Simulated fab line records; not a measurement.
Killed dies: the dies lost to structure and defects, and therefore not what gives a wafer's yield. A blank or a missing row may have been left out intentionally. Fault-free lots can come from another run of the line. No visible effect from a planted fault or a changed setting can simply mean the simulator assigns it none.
Which of the tools did it? -- flow n5 finfet -- at 1 step of a route of 1938, 12 lots with 35 wafers sampled

WHAT THE GAUGES READ, wafer by wafer
N5_SDB_INSPECT_36: inspects for defects (darkfield).
lot,measured,on,raw defect count
L388,day 4 01:05,defect inspect-01,19 18
L389,day 4 06:18,defect inspect-01,48 15 34
L390,day 4 14:13,defect inspect-02,31 19 46
L393,day 5 03:49,defect inspect-01,27 37 19
L397,day 6 04:20,defect inspect-02,38 26 20
L398,day 6 11:20,defect inspect-02,28 40 25
L401,day 7 05:39,defect inspect-01,45 29 52
L402,day 7 09:52,defect inspect-01,43 32 46
L403,day 7 15:35,defect inspect-01,39 40 37
L404,day 7 22:26,defect inspect-01,36 35 45
L409,day 9 11:51,defect inspect-01,51 26 34
L410,day 9 12:52,defect inspect-01,42 39 63

WHAT TOOL EACH LOT RAN ON (gives the tool, then ch and the chambers of the sampled wafers, and finally the start)
No process step before these readings appears in the record.

WHAT THE TOOLS THEMSELVES READ (means of the sampled wafers that have a number; where no wafer has one, the mark that the record gives instead)
The record holds no such reading with a usual standard deviation.

THE ANSWER, worked out from the rows above alone
Rule: usual is defined by the lots themselves. The widest of any qualifying gaps counts: lots, ordered by their means at a reading, are off when they make up no more than a third of the lots, leave a main group of 4 or more, and stand apart from it by 3 or more times the standard deviation of that group's means. The tables above print the reading to a certain number of digits; a main group whose means all agree to those digits is not used. A lot without any number at a reading at which 4 lots or more have one is off too. All remaining lots with rows at the step are treated as sound. The gauges are gone through in route order, then the tools' own readings, and for those a lot's mean is taken as printed above. The first step at which some lot is off is used, and at that step the reading that is off furthest; a lot without a number counts as furthest.
Nothing can be told from this: no lot is off at any reading shown.

WHAT THE SIMULATOR HAD INSERTED
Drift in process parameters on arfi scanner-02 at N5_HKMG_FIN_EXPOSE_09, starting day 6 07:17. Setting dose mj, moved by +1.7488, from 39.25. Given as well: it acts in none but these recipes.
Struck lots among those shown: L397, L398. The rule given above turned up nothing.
